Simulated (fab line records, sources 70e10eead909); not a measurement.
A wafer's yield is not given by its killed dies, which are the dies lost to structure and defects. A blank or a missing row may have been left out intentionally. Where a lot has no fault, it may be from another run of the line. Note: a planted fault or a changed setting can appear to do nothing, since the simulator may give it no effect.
Matching of chambers | flow nandHarc | NHARC_A_CHANNEL_FILL_D2_ALD_14 on aldHk-03: 4 sister chambers
The step deposits SiO2, target thk 2.5 nm, pulse time 10 s, ald cycles 25. 27 wafers are shown with their chamber, then 12 later ones without.

== WAFERS, EACH WITH ITS CHAMBER ==
wafer  | chamber | heaterPowerW (W) | precursorPulseHeightRel
L074.1 | 0       | 489              | 0.981
L074.2 | 2       | 554              | 1.013
L074.5 | 3       | 397              | 0.995
L078.2 | 1       | 508              | 1.023
L078.4 | 0       | 469              | 1.001
L078.5 | 0       | 485              | 1.002
L079.3 | 3       | 409              | 0.980
L079.4 | 0       | 474              | 0.981
L079.5 | 0       | 479              | 0.979
L080.3 | 3       | 403              | 0.978
L080.5 | 3       | 396              | 1.018
L080.6 | 2       | 551              | 0.994
L081.1 | 3       | 395              | 0.988
L081.3 | 2       | 580              | 1.016
L081.4 | 0       | 466              | 1.013
L083.1 | 3       | 388              | 1.006
L083.5 | 0       | 465              | 0.996
L083.6 | 1       | 493              | 1.013
L086.1 | 1       | 495              | 1.001
L086.4 | 2       | 562              | 1.002
L086.5 | 0       | 457              | 1.002
L088.1 | 3       | 398              | 1.016
L088.4 | 0       | 443              | 1.001
L088.5 | 1       | 493              | 1.007
L089.3 | 2       | 562              | 1.009
L089.5 | 2       | 552              | 1.025
L089.6 | 1       | 498              | 0.999

SIGNATURES, as means of the wafers listed above
reading                 | chamber 0 | chamber 1 | chamber 2 | chamber 3 | scatter within a chamber
heaterPowerW            | 469.67    | 497.40    | 560.17    | 398.00    | 10.7
precursorPulseHeightRel | 0.99511   | 1.00860   | 1.00983   | 0.99729   | 0.0127
Rule: a wafer lies at a distance from a chamber equal to the root of the sum of squares, over the readings, of (its reading less the chamber's mean, divided by the reading's scatter). If the next closest chamber is less than 2 further off than the closest, the wafer can't be placed; otherwise it belongs to the closest. The scatter is the square root of a quotient: the sum, over the shown wafers, of each reading's squared deviation from its chamber's mean, divided by wafers minus chambers.

== WAFERS WITHOUT THEIR CHAMBER ==
wafer  | heaterPowerW (W) | precursorPulseHeightRel
L090.1 | 450              | 1.004
L090.2 | 384              | 0.998
L090.3 | 504              | 0.994
L095.1 | 393              | 0.971
L095.3 | 478              | 0.998
L095.4 | 561              | 1.005
L093.2 | 559              | 1.024
L093.4 | 459              | 1.016
L093.6 | 437              | 0.984
L097.1 | 553              | 1.006
L097.2 | 385              | 0.975
L097.5 | 545              | 1.006

== WHICH CHAMBER EACH ONE RAN IN ==
wafer  | from the rows above     | in truth
L090.1 | 0                       | 0
L090.2 | 3                       | 3
L090.3 | can't be placed: 1 or 0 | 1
L095.1 | 3                       | 3
L095.3 | can't be placed: 0 or 1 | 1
L095.4 | 2                       | 2
L093.2 | 2                       | 2
L093.4 | can't be placed: 0 or 1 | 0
L093.6 | can't be placed: 0 or 3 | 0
L097.1 | 2                       | 2
L097.2 | 3                       | 3
L097.5 | 2                       | 2
8 of 12 placed correctly. Can't be placed from these rows: 4 (the true chamber is among the candidates in 4). Number placed wrongly: 0.
